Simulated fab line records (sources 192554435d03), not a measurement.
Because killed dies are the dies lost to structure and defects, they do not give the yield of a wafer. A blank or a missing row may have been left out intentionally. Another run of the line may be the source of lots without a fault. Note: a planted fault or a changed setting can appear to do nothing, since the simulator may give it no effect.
Chamber matching ; flow n5Finfet ; rieDiel-06 running N5_MOL_CONTACT_COAG_ETCH_59: 4 sister chambers
The step etches underlayer in N2/H2, target depth 13 nm, time 10.4 s. 16 wafers are shown with their chamber, then 8 later ones without.

EACH WAFER AND ITS CHAMBER
wafer;chamber;drypumpMotorCurrentA (A);showerheadPlenumPTorr (Torr);throttleValvePct (%)
L074.2;3;4.9;2.59;18.00
L074.5;0;6.8;2.47;17.49
L074.6;3;5.0;2.59;18.00
L079.1;0;6.8;2.46;17.52
L079.4;1;5.7;2.66;18.19
L079.6;0;6.9;2.46;17.51
L080.1;3;4.9;2.58;18.02
L080.3;2;5.9;2.44;17.61
L080.6;1;5.7;2.66;18.21
L081.1;2;5.9;2.44;17.64
L081.4;1;5.7;2.66;18.23
L081.6;0;6.9;2.46;17.52
L088.2;0;6.9;2.46;17.55
L088.3;2;5.9;2.43;17.65
L088.5;1;5.7;2.66;18.23
L090.1;3;4.9;2.57;18.06

SIGNATURES, as means of the wafers listed above
reading;chamber 0;chamber 1;chamber 2;chamber 3;scatter within a chamber
drypumpMotorCurrentA;6.860;5.700;5.900;4.925;0.0403
showerheadPlenumPTorr;2.4620;2.6600;2.4367;2.5825;0.00593
throttleValvePct;17.5180;18.2150;17.6333;18.0200;0.0228
Rule: distance of a wafer from a chamber = root of the sum over the readings of ((wafer's reading minus chamber's mean) / reading's scatter) squared. If the next closest chamber is less than 2 further off than the closest, the wafer can't be placed; otherwise it belongs to the closest. The scatter: take each reading less its chamber's mean, square it, sum over the shown wafers, divide by the number of wafers less the number of chambers, and take the root.

WAFERS MISSING THEIR CHAMBER
wafer;drypumpMotorCurrentA (A);showerheadPlenumPTorr (Torr);throttleValvePct (%)
L090.3;6.9;2.46;17.53
L090.6;4.9;2.57;18.04
L092.1;5.7;2.65;18.25
L092.4;4.9;2.57;18.07
L092.6;5.7;2.65;18.25
L096.2;4.9;2.56;18.10
L096.3;5.9;2.43;17.69
L096.6;6.0;2.43;17.70

THE CHAMBER EACH PASSED THROUGH
wafer;from the rows above;in truth
L090.3;0;0
L090.6;3;3
L092.1;1;1
L092.4;3;3
L092.6;1;1
L096.2;3;3
L096.3;2;2
L096.6;2;2
Correctly placed: 8 of 8. From these rows, 0 cannot be placed. Number placed wrongly: 0.
